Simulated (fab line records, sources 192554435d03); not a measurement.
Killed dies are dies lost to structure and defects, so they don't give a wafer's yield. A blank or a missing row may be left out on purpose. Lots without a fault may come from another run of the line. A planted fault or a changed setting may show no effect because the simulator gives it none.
Chamber matching | flow n5_finfet | N5_BEOL_M9_ILD_DEP_00 on pecvd-01: 3 sister chambers
The step deposits SiCOH lowk from DEMS/porogen, target thk 308.51 nm, time 58 s. 6 wafers are shown with their chamber, then 12 later ones without.

WAFERS WITH THEIR CHAMBER
wafer  | chamber | showerhead_vpp_V (V) | throttle_valve_pct (%)
L084.6 | 0       | 1471                 | 13.3
L086.5 | 0       | 1432                 | 13.7
L089.3 | 2       | 1398                 | 13.3
L091.1 | 1       | 1391                 | 13.9
L091.5 | 2       | 1370                 | 13.3
L091.6 | 1       | 1376                 | 13.9

WAFERS WITHOUT THEIR CHAMBER
wafer  | showerhead_vpp_V (V) | throttle_valve_pct (%)
L090.1 | 1476                 | 13.5
L090.3 | 1392                 | 13.2
L090.5 | 1370                 | 13.7
L092.1 | 1443                 | 13.4
L092.2 | 1372                 | 13.6
L092.3 | 1388                 | 13.8
L097.3 | 1448                 | 13.4
L097.4 | 1389                 | 13.6
L097.5 | 1456                 | 13.2
L095.1 | 1378                 | 13.9
L095.4 | 1371                 | 13.4
L095.6 | 1362                 | 13.9

WHICH CHAMBER EACH WENT THROUGH
wafer  | from the rows above          | in truth
L090.1 | 0                            | 0
L090.3 | 2                            | 2
L090.5 | can't be placed: 1 or 2      | 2
L092.1 | 0                            | 0
L092.2 | can't be placed: 1 or 2 or 0 | 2
L092.3 | 1                            | 1
L097.3 | 0                            | 0
L097.4 | can't be placed: 2 or 1 or 0 | 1
L097.5 | can't be placed: 0 or 2      | 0
L095.1 | 1                            | 1
L095.4 | 2                            | 2
L095.6 | 1                            | 1
Placed correctly: 8 of 12. Can't be placed from these rows: 4 (the true chamber is among the candidates in 4). Placed wrongly: 0.
How it was worked out, from the rows above alone: a wafer's distance from a chamber is the root of the sum, over the readings, of the square of ((its reading less the chamber's mean) divided by the reading's scatter). The wafer belongs to the nearest chamber; if the next one is less than 2 further off, it can't be placed. A chamber's mean is the mean of its shown wafers. The scatter: the root of (the sum of the squares of (reading less its chamber's mean) over the shown wafers, divided by (wafers less chambers)).
